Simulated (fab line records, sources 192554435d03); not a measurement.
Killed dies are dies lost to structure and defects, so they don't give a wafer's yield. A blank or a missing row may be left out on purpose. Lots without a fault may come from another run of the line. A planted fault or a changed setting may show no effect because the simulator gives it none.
fab line records | flow n5_finfet
record lots=6 wafers=18 last_day=17
route steps=1938 shown BEOL_M0_SAQP@661 BEOL_M4@1111
lots that met no fault: from a run of the same line without faults
start_h: hours from the record's first day to the start of the lot's first wafer shown | wait_h: hours since the lot's step before | " the same as in the row above | L1.1+2: a row that stands for several wafers | - no value, or no start given | * or withheld: withheld | < > ~ a bound
route shown NAME@n: a module of which the file shows steps, and the number in the route of the first | usual: mean/standard deviation of fault-free wafers | same: alike in all rows | chamber/n: place in a boat | sites: the reading at each site | _std_site: their standard deviation | _edge_site: outer sites' mean less inner sites' | radius_mm: how far each site lies from the wafer's centre | mask NAME#n: copy n | behind: the tool/chamber that last shaped the wafer | hold: why the lot was held/for how many hours/how that ended | device: the transistor (n, p or np) that didn't switch | end of line: the same wafers' tests at the end of the route | a step without rows: its recipe alone | killed: dies lost to structure and defects at the first sort, not the wafer's yield | map: a wafer's dies, x killed, . not, _ none there
set.NAME: the setting as run; set.NAME@STEP: as run at that earlier step | model.NAME: the simulator's own value behind a step, which no gauge read
lots at some steps of the route; a table a step, a row a wafer
services: from which hour (start_h, from the record's first day; less than 0 if before it) a tool's chamber was out of use, for how many hours, and why
## steps
# step N5_BEOL_M0_SAQP_SRD_93
# recipe dry=ipa_marangoni time_s=30 temp_c=23 rinse_liquid=diw
# step N5_BEOL_M0_SAQP_RECESS_114
# recipe chemistry=HF/NH3 target=SiO2 target_depth_a=144 afs_cycles=3 temp_c=30 sublimation_temp_c=180 sublimation_time_s=60
# usual drypump_motor_current_A=6.1/0.41
# columns lot.wafer tool chamber start_h wait_h drypump_motor_current_A
L707.3 vapor_etch-01 1 138.91 0.2 5.6
L707.4 " 0 " " 6.5
L707.5 " 0 " " 6.5
L708.1 vapor_etch-01 0 139.15 0.4 6.5
L708.5 " 1 " " 5.6
L708.6 " 0 " " 6.5
L718.2 vapor_etch-02 1 192.45 0.0 6.4
L718.4 " 1 " " 6.4
L718.6 " 0 " " 6.2
L719.1 vapor_etch-02 1 201.99 0.0 6.4
L719.4 " 0 " " 6.2
L719.5 " 0 " " 6.2
L722.2 vapor_etch-01 1 216.31 0.0 5.6
L722.3 " 1 " " 5.6
L722.6 " 1 " " 5.6
L728.3 vapor_etch-01 1 248.53 0.1 5.6
L728.4 " 0 " " 6.5
L728.6 " 1 " " 5.6
# step N5_BEOL_M0_SAQP_SPACER1_ALD_98
# recipe material=SiO2 target_thk_a=128 temp_c=300 ald_precursor_family=BDEAS ald_co_reactant=O2-plasma pulse_time_s=1 purge_time_s=2 co_reactant_purge_time_s=2 ald_cycles=138 pressure_torr=2
# step N5_BEOL_M0_SAQP_SPACER1_ETCHBACK_99
# recipe chemistry=CHF3/O2 mode=anisotropic_etchback target=SiO2 target_depth_a=154 time_s=7.7 pressure_mtorr=30 source_w=650 bias_w=170 Ar_flow_sccm=200 CHF3_flow_sccm=50 O2_flow_sccm=5 ion_energy_ev=200
# usual drypump_motor_current_A=5.6/0.45 oes_product_au=0.79/0.1 rf_vpp_V=525/15 showerhead_plenum_p_Torr=2.43/0.08 throttle_valve_pct=18.9/0.33
# columns lot.wafer tool chamber start_h wait_h drypump_motor_current_A oes_product_au rf_hours_counter_h rf_vpp_V showerhead_plenum_p_Torr throttle_valve_pct
L707.3 rie_diel-02 2 139.65 0.3 5.7 0.70 232 512 2.39 19.4
L707.4 " 3 " " 5.4 0.91 19 529 2.55 18.6
L707.5 " 1 " " 5.9 0.73 - 518 2.50 19.1
L708.1 rie_diel-02 1 140.50 0.3 5.8 0.73 168 518 2.50 19.1
L708.5 " 3 " " 5.4 0.92 - 529 2.55 18.6
L708.6 " 0 " " 6.0 0.74 - 537 2.40 19.0
L718.2 rie_diel-04 3 195.88 0.3 5.0 0.89 32 535 2.48 18.5
L718.4 " 0 " " 5.3 0.93 15 552 2.55 18.4
L718.6 " 0 " " 5.3 0.94 - 553 2.55 18.4
L719.1 rie_diel-02 0 202.85 0.3 6.0 0.72 194 537 2.40 19.1
L719.4 " 1 " " 5.9 0.70 186 518 2.50 19.1
L719.5 " 2 " " 5.6 0.68 - 512 2.38 19.4
L722.2 rie_diel-04 2 217.17 0.3 4.9 0.80 97 497 2.44 18.9
L722.3 " 3 " " 5.0 0.88 39 534 2.48 18.6
L722.6 " 0 " " 5.3 0.91 - 552 2.55 18.4
L728.3 rie_diel-05 1 249.33 0.3 5.5 0.67 233 521 2.35 18.8
L728.4 " 0 " " 6.5 0.70 213 545 2.51 19.4
L728.6 " 3 " " 5.3 0.98 - 517 2.34 18.7
# step N5_BEOL_M0_SAQP_MANDREL1_REMOVE_100
# recipe chemistry=HBr/Cl2/O2 bt_time_s=10 target=a-Si stop_on=SiNx endpoint=OES-SiCl over_etch_frac=0.85 icp_w=600 bias_w=30 HBr_flow_sccm=150 Cl2_flow_sccm=80 O2_flow_sccm=5 pressure_mtorr=10
# step N5_BEOL_M0_SAQP_CD_MEAS_25
# recipe target_cd_nm=13.1 landing_energy_ev=1000 detector=se_inlens
# usual cd_nm=12.83/0.23
# columns lot.wafer tool chamber start_h wait_h cd_nm
L707.3 cd_sem-01 0 139.85 0.1 12.98
L707.4 " 0 " " 12.64
L707.5 " 0 " " 12.86
L708.1 cd_sem-03 0 140.70 0.1 12.78
L708.5 " 0 " " 12.73
L708.6 " 0 " " 13.37
L718.2 cd_sem-03 0 196.08 0.1 13.02
L718.4 " 0 " " 12.56
L718.6 " 0 " " 13.06
L719.1 cd_sem-01 0 203.04 0.1 12.96
L719.4 " 0 " " 12.84
L719.5 " 0 " " 13.02
L722.2 cd_sem-01 0 217.36 0.1 12.47
L722.3 " 0 " " 13.22
L722.6 " 0 " " 12.63
L728.3 cd_sem-03 0 249.53 0.1 12.94
L728.4 " 0 " " 12.59
L728.6 " 0 " " 12.63
# step N5_BEOL_M0_SAQP_ETCH_101
# recipe chemistry=CH3F/O2 target=SiNx mask_material=SiO2 target_depth_a=299 time_s=42.7 pressure_mtorr=30 source_w=395 bias_w=73 Ar_flow_sccm=150 CH3F_flow_sccm=30 O2_flow_sccm=20 ion_energy_ev=120
# step N5_BEOL_M0_SAQP_ETCH_102
# recipe chemistry=CF4 target=SiO2 target_depth_a=40 ion_energy_ev=350 time_s=4.4 pressure_mtorr=10 icp_w=800 bias_w=400 cf4_flow_sccm=80
# usual bias_w=400.0/1.2 drypump_motor_current_A=5.5/0.49 oes_product_au=0.998/0.024 throttle_valve_pct=21.72/0.21
# columns lot.wafer tool chamber start_h wait_h bias_w drypump_motor_current_A oes_product_au rf_hours_counter_h throttle_valve_pct
L707.3 rie_si-06 3 139.99 0.1 399.7 5.2 0.991 1 21.63
L707.4 " 1 " " 400.4 5.7 0.985 - 22.01
L707.5 " 2 " " 399.8 4.7 0.982 - 21.67
L708.1 rie_si-03 1 140.87 0.1 399.4 5.2 1.003 71 21.52
L708.5 " 2 " " 401.4 4.8 0.956 - 21.42
L708.6 " 3 " " 396.7 5.5 1.006 - 21.98
L718.2 rie_si-03 1 196.22 0.1 400.1 5.2 1.020 72 21.52
L718.4 " 3 " " 397.8 5.4 1.024 0 21.80
L718.6 " 0 " " 399.2 5.9 0.999 - 21.74
L719.1 rie_si-06 3 203.19 0.1 401.6 5.2 0.994 3 21.63
L719.4 " 0 " " 398.8 6.3 0.985 1 22.14
L719.5 " 0 " " 398.1 6.3 0.993 - 22.15
L722.2 rie_si-02 1 217.51 0.1 398.7 5.6 1.052 19 21.79
L722.3 " 2 " " 398.4 6.4 1.008 142 21.60
L722.6 " 1 " " 398.2 5.7 1.051 - 21.79
L728.3 rie_si-02 1 249.68 0.1 398.7 5.6 1.051 20 21.79
L728.4 " 0 " " 400.5 5.8 0.972 173 21.45
L728.6 " 0 " " 401.3 5.8 0.972 - 21.45
# step N5_BEOL_M0_SAQP_MANDREL_ETCH_103
# recipe chemistry=HBr/Cl2 target=a-Si target_depth_a=450 bt_time_s=10 stop_on=SiCN mask_material=SiO2 over_etch_frac=0.8 time_s=27 pressure_mtorr=10 icp_w=800 bias_w=75 HBr_flow_sccm=150 Cl2_flow_sccm=80 ends=end_point
# usual HBr_flow_sccm=150.0/0.44 bias_w=75.03/0.23 drypump_motor_current_A=5.5/0.49 oes_product_au=0.676/0.013 throttle_valve_pct=35.3/0.32
# columns lot.wafer tool chamber start_h wait_h HBr_flow_sccm bias_w drypump_motor_current_A oes_product_au rf_hours_counter_h throttle_valve_pct
L707.3 rie_si-06 3 140.02 0.0 150.8 75.05 5.2 0.678 1 34.7
L707.4 " 1 " " 149.8 74.90 5.7 0.662 - 35.6
L707.5 " 2 " " 150.9 75.05 4.8 0.665 - 35.4
L708.1 rie_si-03 1 140.90 0.0 149.8 74.83 5.2 0.677 71 35.1
L708.5 " 2 " " 150.3 74.96 4.8 0.668 - 34.8
L708.6 " 3 " " 150.5 74.91 5.5 0.688 - 35.6
L718.2 rie_si-03 1 196.26 0.0 149.9 75.10 5.2 0.669 72 35.1
L718.4 " 3 " " 150.2 75.22 5.4 0.676 0 35.3
L718.6 " 0 " " 149.3 74.92 6.0 0.692 - 35.4
L719.1 rie_si-06 3 203.22 0.0 150.4 75.13 5.2 0.674 3 34.7
L719.4 " 0 " " 150.4 74.81 6.3 0.682 1 35.5
L719.5 " 0 " " 150.0 74.78 6.3 0.673 - 35.5
L722.2 rie_si-02 1 217.54 0.0 149.8 74.86 5.7 0.688 19 35.4
L722.3 " 2 " " 150.3 75.40 6.5 0.663 142 34.8
L722.6 " 1 " " 150.3 74.98 5.6 0.703 - 35.4
L728.3 rie_si-02 1 249.71 0.0 149.7 75.13 5.7 0.705 20 35.4
L728.4 " 0 " " 150.3 75.02 5.8 0.679 173 35.0
L728.6 " 0 " " 150.9 75.14 5.8 0.665 - 35.0
# step N5_BEOL_M0_SAQP_RECESS_104
# recipe chemistry=HF/NH3 target=SiO2 target_depth_a=180 afs_cycles=3 temp_c=30 sublimation_temp_c=180 sublimation_time_s=60
# step N5_BEOL_M0_SAQP_COAT_105
# recipe resist=SOC temp_c=250 time_s=60 spin_rpm=1500 resist_thk_nm=100
# step N5_BEOL_M0_SAQP_ETCH_106
# recipe chemistry=N2/H2 target=SOC target_depth_a=1500 stop_on=SiNx ion_energy_ev=100 bias_w=61 pressure_mtorr=30 source_w=850 n2_flow_sccm=200 h2_flow_sccm=200
# usual bias_w=61.00/0.2 drypump_motor_current_A=5.6/0.45 oes_product_au=0.79/0.1 rf_vpp_V=241.0/1.4 showerhead_plenum_p_Torr=2.56/0.085 throttle_valve_pct=17.8/0.39
# columns lot.wafer tool chamber start_h wait_h bias_w drypump_motor_current_A oes_product_au rf_hours_counter_h rf_vpp_V showerhead_plenum_p_Torr throttle_valve_pct
L707.3 rie_diel-02 3 140.57 - 60.98 5.4 0.90 19 243.2 2.73 17.7
L707.4 " 1 " " 61.15 5.9 0.73 168 243.6 2.66 18.2
L707.5 " 3 " " 60.99 5.4 0.91 - 243.1 2.73 17.7
L708.1 rie_diel-05 2 141.47 - 61.10 5.8 0.96 5 239.7 2.50 17.5
L708.5 " 1 " " 61.11 5.6 0.69 - 240.6 2.54 18.0
L708.6 " 2 " " 60.90 5.8 0.96 - 240.0 2.50 17.5
L718.2 rie_diel-05 0 196.84 - 60.69 6.5 0.71 197 241.6 2.62 18.1
L718.4 " 2 " " 61.14 5.8 0.91 23 239.1 2.49 17.5
L718.6 " 0 " " 60.44 6.5 0.71 - 241.9 2.62 18.1
L719.1 rie_diel-05 2 203.84 - 60.97 5.7 0.91 25 240.5 2.49 17.5
L719.4 " 1 " " 60.99 5.5 0.67 - 239.4 2.54 18.0
L719.5 " 2 " " 60.80 5.7 0.91 - 239.6 2.49 17.5
L722.2 rie_diel-04 3 218.07 - 60.44 5.0 0.86 39 242.6 2.59 17.4
L722.3 " 2 " " 61.10 4.9 0.80 97 241.2 2.57 17.7
L722.6 " 0 " " 60.78 5.3 0.90 - 242.1 2.68 17.1
L728.3 rie_diel-02 0 250.24 - 60.79 6.0 0.70 209 241.3 2.51 18.0
L728.4 " 0 " " 60.92 6.0 0.70 - 241.4 2.52 18.0
L728.6 " 1 " " 60.89 5.8 0.70 - 241.7 2.65 18.3
# step N5_BEOL_M0_SAQP_ETCH_107
# recipe chemistry=CH3F/O2 target=SiNx target_depth_a=300 mask_material=SOC pressure_mtorr=30 source_w=395 bias_w=73 Ar_flow_sccm=150 CH3F_flow_sccm=30 O2_flow_sccm=20 ion_energy_ev=120
# usual bias_w=73.03/0.24 drypump_motor_current_A=5.6/0.45 oes_product_au=0.79/0.11 rf_vpp_V=299/8.9 showerhead_plenum_p_Torr=2.01/0.073 throttle_valve_pct=16.3/0.33
# columns lot.wafer tool chamber start_h wait_h bias_w drypump_motor_current_A oes_product_au rf_hours_counter_h rf_vpp_V showerhead_plenum_p_Torr throttle_valve_pct model.BEOL_M0_SAQP.feature_depth_nm
L707.3 rie_diel-02 3 140.63 0.0 72.77 5.4 0.92 19 301 2.12 16.1 30
L707.4 " 1 " " 73.19 5.8 0.73 168 295 2.08 16.6 29
L707.5 " 3 " " 72.79 5.4 0.91 - 301 2.12 16.1 30
L708.1 rie_diel-05 2 141.53 0.0 73.10 5.7 0.97 5 290 1.95 15.9 30.2
L708.5 " 1 " " 73.24 5.6 0.70 - 295 1.96 16.3 29
L708.6 " 2 " " 72.95 5.7 0.98 - 291 1.95 15.9 30.2
L718.2 rie_diel-05 0 196.90 0.0 58.19 6.4 0.68 197 257 2.09 16.8 27.4
L718.4 " 2 " " 57.77 5.8 0.87 23 242 1.94 15.9 27.4
L718.6 " 0 " " 58.30 6.4 0.68 - 256 2.09 16.8 27.2
L719.1 rie_diel-05 2 203.90 0.0 57.54 5.7 0.87 25 240 1.94 15.9 27.2
L719.4 " 1 " " 58.27 5.5 0.65 - 246 1.95 16.3 26.6
L719.5 " 2 " " 57.75 5.8 0.87 - 240 1.94 16.0 27.4
L722.2 rie_diel-04 3 218.13 0.0 73.00 5.0 0.87 39 302 2.05 16.0 30
L722.3 " 2 " " 72.80 4.9 0.81 97 282 2.02 16.3 30.2
L722.6 " 0 " " 73.31 5.3 0.91 - 314 2.12 15.8 29.6
L728.3 rie_diel-02 0 250.30 0.0 73.22 6.0 0.71 209 302 1.98 16.6 28.8
L728.4 " 0 " " 72.85 5.9 0.72 - 303 1.98 16.5 29.2
L728.6 " 1 " " 72.76 5.8 0.70 - 292 2.07 16.6 29
# step N5_BEOL_M0_SAQP_STRIP_108
# recipe chemistry=N2/H2 power_w=500 temp_c=40 pressure_mtorr=50 rf_frequency_hz=6e+07 overash_fraction=0.3 bias_power_w=28 h2_frac=0.5 n2_flow_sccm=300 h2_flow_sccm=300
# step N5_BEOL_M4_RC_MEAS_101
# usual DIBL_N=36.6/2.1 DIBL_P=36.5/2.7 IOFF_N=0.17/0.043 IOFF_P=0.22/0.045 ION_N=674/17 ION_P=461/9.9 SS_N=71.7/0.79 SS_P=73.4/0.79 VT_N=249/4 VT_P=-250/3.3
# columns lot.wafer tool chamber start_h wait_h DIBL_N[mV/V] DIBL_P[mV/V] IOFF_N[nA/um] IOFF_P[nA/um] ION_N[uA/um] ION_P[uA/um] SS_N[mV/dec] SS_P[mV/dec] VT_N[mV] VT_P[mV]
L707.3 prober-02 0 195.24 0.3 36.5 35.6 0.15 0.20 672 456 72.0 73.9 251 -254
L707.4 " 0 " " 39.6 40.1 0.23 0.28 699 477 72.4 75.3 244 -247
L707.5 " 0 " " 36.5 36.3 0.17 0.21 685 465 72.0 73.8 250 -250
L708.1 prober-02 0 199.94 0.0 39.4 39.3 0.29 0.36 702 479 73.4 74.3 241 -240
L708.5 " 0 " " 34.6 33.6 0.15 0.23 674 461 70.7 73.1 247 -245
L708.6 " 0 " " 38.3 38.8 0.25 0.34 720 493 72.0 74.1 242 -239
L719.1 prober-02 0 253.49 0.0 41.1 41.8 0.26 0.29 693 464 72.5 74.7 245 -247
L719.4 " 0 " " 33.5 32.8 0.11 0.15 646 445 70.7 72.3 254 -255
L719.5 " 0 " " 34.2 32.4 0.12 0.15 657 445 70.5 72.0 254 -255
L718.2 prober-02 0 270.02 0.2 35.3 35.3 0.13 0.20 658 458 72.1 73.5 253 -251
L718.4 " 0 " " 31.7 32.5 0.10 0.16 659 458 70.4 72.1 259 -252
L718.6 " 0 " " 33.7 34.8 0.12 0.19 655 465 71.2 73.1 254 -251
L722.2 prober-02 0 275.93 0.2 38.1 39.4 0.24 0.26 713 478 71.9 74.1 243 -247
L722.3 " 0 " " 37.2 36.4 0.17 0.21 670 450 72.4 72.9 249 -252
L722.6 " 0 " " 37.1 37.6 0.20 0.22 711 475 72.0 73.6 243 -251
L728.3 prober-02 0 320.61 0.3 38.0 35.6 0.18 0.20 674 451 72.4 73.7 249 -249
L728.4 " 0 " " 35.6 33.7 0.13 0.17 678 462 71.6 73.0 254 -253
L728.6 " 0 " " 36.6 31.5 0.16 0.15 646 442 73.1 72.5 257 -253
## services
# columns tool chamber start_h hours kind
rie_si-06 0 116.09 - clean
rie_si-06 0 116.09 36.3 scheduled_down
rie_si-06 0 116.09 36.3 vent_cycle
rie_diel-04 0 124.66 - clean
rie_diel-04 0 124.66 - consumable_replace:focus_ring
rie_diel-04 0 124.66 - consumable_replace:showerhead
rie_diel-02 0 137.14 1.7 repair
rie_diel-05 0 139.20 12.1 repair
rie_diel-02 2 167.26 2.7 repair
rie_diel-04 3 171.42 1.6 repair
rie_diel-04 1 190.80 1.3 repair
rie_si-02 - 191.63 14.6 pm
rie_diel-02 2 204.99 - clean
rie_diel-02 2 204.99 - consumable_replace:focus_ring
rie_diel-02 2 204.99 19.7 scheduled_down
rie_diel-02 2 204.99 19.7 vent_cycle
rie_si-06 1 219.17 2.3 repair
vapor_etch-02 - 219.72 0.2 repair
rie_diel-05 3 222.62 - clean
rie_diel-05 3 222.62 - consumable_replace:focus_ring
rie_diel-05 3 222.62 24.3 scheduled_down
rie_diel-05 3 222.62 24.3 vent_cycle
rie_diel-05 - 229.87 0.2 repair
rie_si-06 0 243.03 21.1 repair
## key
first_sign step=N5_BEOL_M0_SAQP_ETCH_107 reading=bias_w direction=down sigmas=64 usual=* struck=*
effect step=N5_BEOL_M0_SAQP_ETCH_107 reading=rf_vpp_V direction=down sigmas=5.9 usual=299 struck=247
model_effect step=N5_BEOL_M0_SAQP_ETCH_107 value=BEOL_M0_SAQP.feature_depth_nm without=29.37 struck=27.2
met_at N5_BEOL_M0_SAQP_ETCH_107
struck_wafers L718.2,L718.4,L718.6,L719.1,L719.4,L719.5
onset_between 141.53 196.90
fault kind=process_parameter_drift tool=rie_diel-05 chamber=- onset_h=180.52 steps=N5_BEOL_M0_SAQP_ETCH_107 channel=bias_w offset=* shape=step end_h=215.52 acts_in=* stated=*
